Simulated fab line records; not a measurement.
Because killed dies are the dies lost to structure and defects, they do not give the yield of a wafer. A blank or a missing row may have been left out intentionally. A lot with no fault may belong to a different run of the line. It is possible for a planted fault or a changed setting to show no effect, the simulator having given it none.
Matching of chambers | flow n5_finfet | N5_BEOL_M9_STRIP_67 on rie_diel-04 has 4 sister chambers
The step strips in CF4. 4 wafers are shown with their chamber, then 12 later ones without.

## WAFERS, EACH WITH ITS CHAMBER
wafer  | chamber | drypump_motor_current_A (A)
L089.2 | 0       | 5.8
L090.3 | 1       | 5.8
L090.5 | 2       | 5.8
L090.6 | 3       | 6.5

## WAFERS WHOSE CHAMBER IS MISSING
wafer  | drypump_motor_current_A (A)
L088.2 | 5.8
L088.3 | 6.5
L088.5 | 5.7
L092.2 | 5.8
L092.3 | 5.7
L092.5 | 5.8
L091.2 | 5.8
L091.4 | 6.5
L091.5 | 5.7
L097.1 | 5.7
L097.2 | 5.8
L097.3 | 5.7

## THE CHAMBER EACH PASSED THROUGH
wafer  | from the rows above          | in truth
L088.2 | can't be placed: 0 or 1 or 2 | 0
L088.3 | 3                            | 3
L088.5 | can't be placed: 0 or 1 or 2 | 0
L092.2 | can't be placed: 0 or 1 or 2 | 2
L092.3 | can't be placed: 0 or 1 or 2 | 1
L092.5 | can't be placed: 0 or 1 or 2 | 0
L091.2 | can't be placed: 0 or 1 or 2 | 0
L091.4 | 3                            | 3
L091.5 | can't be placed: 0 or 1 or 2 | 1
L097.1 | can't be placed: 0 or 1 or 2 | 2
L097.2 | can't be placed: 0 or 1 or 2 | 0
L097.3 | can't be placed: 0 or 1 or 2 | 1
Placed correctly: 2 of 12. Not placeable from these rows: 10 (in 10, the candidates include the true chamber). 0 placed wrongly.
How it was worked out, from the rows above alone: a wafer's distance from a chamber is the root of the sum, over the readings, of the square of ((its reading less the chamber's mean) divided by the reading's scatter). If the next closest chamber is less than 2 further off than the closest, the wafer can't be placed; otherwise it belongs to the closest. A chamber's mean is the mean of its shown wafers. The scatter: root of mean squared gap, hidden wafer to nearest shown wafer, with one shown wafer a chamber.
